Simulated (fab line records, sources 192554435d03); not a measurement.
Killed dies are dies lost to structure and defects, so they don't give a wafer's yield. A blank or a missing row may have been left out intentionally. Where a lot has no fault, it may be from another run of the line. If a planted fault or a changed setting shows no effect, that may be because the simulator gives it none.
Which tool is to blame? :: flow n5 finfet :: 25 wafers from 9 lots sampled at 3 of the route's 1938 steps

WHAT THE GAUGES SHOWED, per wafer
N5_BEOL_M0_SAQP_INSPECT_16: inspects for defects (brightfield).
lot: L612
measured: day 5 10:00
on: defect inspect-01
raw defect count: 812 550 568

lot: L618
measured: day 7 00:40
on: defect inspect-02
raw defect count: 603 439 454

lot: L619
measured: day 7 08:10
on: defect inspect-02
raw defect count: 869 655 513

lot: L620
measured: day 7 10:14
on: defect inspect-02
raw defect count: 1009 970 975

lot: L621
measured: day 7 13:10
on: defect inspect-01
raw defect count: 1466 1062 1068

lot: L629
measured: day 11 04:03
on: defect inspect-01
raw defect count: 512 410

lot: L632
measured: day 11 07:35
on: defect inspect-02
raw defect count: 474 460 430

lot: L630
measured: day 11 09:04
on: defect inspect-02
raw defect count: 468 436 427

lot: L634
measured: day 11 09:18
on: defect inspect-02
raw defect count: 514 631

EACH LOT AND THE TOOL THAT RAN IT (in order: tool; ch and the chambers of the sampled wafers; start)
lot: L612
N5_MOL_CONTACT_COAG_CVD_140: cvd w-01 ch 0,1, day 5 03:36
N5_BEOL_M0_SAQP_PECVD_04: pecvd-04 ch 0,1,2, day 5 09:29

lot: L618
N5_MOL_CONTACT_COAG_CVD_140: cvd w-01 ch 0,1, day 6 18:49
N5_BEOL_M0_SAQP_PECVD_04: pecvd-04 ch 0,1, day 7 00:02

lot: L619
N5_MOL_CONTACT_COAG_CVD_140: cvd w-02 ch 0,1, day 7 00:22
N5_BEOL_M0_SAQP_PECVD_04: pecvd-04 ch 0,1, day 7 07:40

lot: L620
N5_MOL_CONTACT_COAG_CVD_140: cvd w-01 ch 0,1, day 7 04:52
N5_BEOL_M0_SAQP_PECVD_04: pecvd-04 ch 0,1,2, day 7 09:36

lot: L621
N5_MOL_CONTACT_COAG_CVD_140: cvd w-02 ch 0,1, day 7 06:58
N5_BEOL_M0_SAQP_PECVD_04: pecvd-04 ch 0,2, day 7 12:40

lot: L629
N5_MOL_CONTACT_COAG_CVD_140: cvd w-01 ch 0,1, day 10 22:12
N5_BEOL_M0_SAQP_PECVD_04: pecvd-04 ch 0,2, day 11 03:25

lot: L632
N5_MOL_CONTACT_COAG_CVD_140: cvd w-02 ch 0,1, day 10 23:52
N5_BEOL_M0_SAQP_PECVD_04: pecvd-04 ch 1,2, day 11 06:58

lot: L630
N5_MOL_CONTACT_COAG_CVD_140: cvd w-02 ch 0,1, day 11 02:47
N5_BEOL_M0_SAQP_PECVD_04: pecvd-02 ch 0,1,2, day 11 08:35

lot: L634
N5_MOL_CONTACT_COAG_CVD_140: cvd w-01 ch 0, day 11 03:41
N5_BEOL_M0_SAQP_PECVD_04: pecvd-01 ch 0,2, day 11 08:37
- N5_MOL_CONTACT_COAG_CVD_140: deposits W, target thk 66.5 nm, time 215 s.
- N5_BEOL_M0_SAQP_PECVD_04: deposits a-Si from SiH4/He, target thk 60 nm, time 60.2 s.

THE ANSWER, worked out from the rows above alone
Rule: the lots themselves supply what counts as usual. The widest of any qualifying gaps counts: lots, ordered by their means at a reading, are off when they make up no more than a third of the lots, leave a main group of 4 or more, and stand apart from it by 3 or more times the standard deviation of that group's means. The tables above print the reading to a certain number of digits; a main group whose means all agree to those digits is not used. Also off: a lot with no number at a reading for which 4 or more lots have one. Any other lot the step has rows for is counted as sound.
Off: L620, L621 (N5_BEOL_M0_SAQP_INSPECT_16, raw defect count). Mean 536 and standard deviation 89 in the main group.
If a tool, at a process step before that reading, ran all the lots that are off and no sound lot after the first of them, it fits. The gauges at N5_BEOL_M0_SAQP_INSPECT_16 are tried like those tools. No candidate that was tried fits.

WHAT THE SIMULATOR PUT IN
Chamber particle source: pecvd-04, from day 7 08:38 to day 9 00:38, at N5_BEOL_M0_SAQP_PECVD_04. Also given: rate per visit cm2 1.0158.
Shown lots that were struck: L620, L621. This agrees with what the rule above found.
